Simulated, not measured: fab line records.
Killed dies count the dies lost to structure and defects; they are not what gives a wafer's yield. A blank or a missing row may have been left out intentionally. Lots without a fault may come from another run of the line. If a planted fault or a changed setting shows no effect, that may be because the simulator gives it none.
Matching of chambers | flow n5-finfet | 4 sister chambers for N5_BEOL_M11_VIA_ETCH_34 on rie-diel-05
The step etches SiCOH lowk in C4F6/O2, target depth 184.5 nm, time 69.2 s. 4 wafers are shown with their chamber, then 11 later ones without.

## EACH WAFER AND ITS CHAMBER
wafer  | chamber | drypump-motor-current-A (A)
L087.4 | 0       | 5.81
L087.5 | 3       | 5.75
L087.6 | 1       | 5.20
L090.1 | 2       | 5.62

## WAFERS WITHOUT THEIR CHAMBER
wafer  | drypump-motor-current-A (A)
L090.2 | 5.80
L090.4 | 5.23
L094.1 | 5.74
L094.2 | 5.77
L094.5 | 5.19
L095.1 | 5.77
L095.5 | 5.65
L095.6 | 5.17
L096.3 | 5.21
L096.5 | 5.19
L096.6 | 5.64

## EACH ONE'S CHAMBER
wafer  | from the rows above     | in truth
L090.2 | 0                       | 0
L090.4 | 1                       | 1
L094.1 | 3                       | 3
L094.2 | can't be placed: 3 or 0 | 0
L094.5 | 1                       | 1
L095.1 | can't be placed: 3 or 0 | 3
L095.5 | 2                       | 2
L095.6 | 1                       | 1
L096.3 | 1                       | 1
L096.5 | 1                       | 1
L096.6 | 2                       | 2
9 of 11 placed correctly. Can't be placed from these rows: 2 (the true chamber is among the candidates in 2). 0 placed wrongly.
How it was worked out, from the rows above alone: a wafer's distance from a chamber is the root of the sum, over the readings, of the square of ((its reading less the chamber's mean) divided by the reading's scatter). The wafer belongs to the nearest chamber; if the next one is less than 2 further off, it can't be placed. A chamber's mean is the mean of its shown wafers. The scatter: root of mean squared gap, hidden wafer to nearest shown wafer, with one shown wafer a chamber.
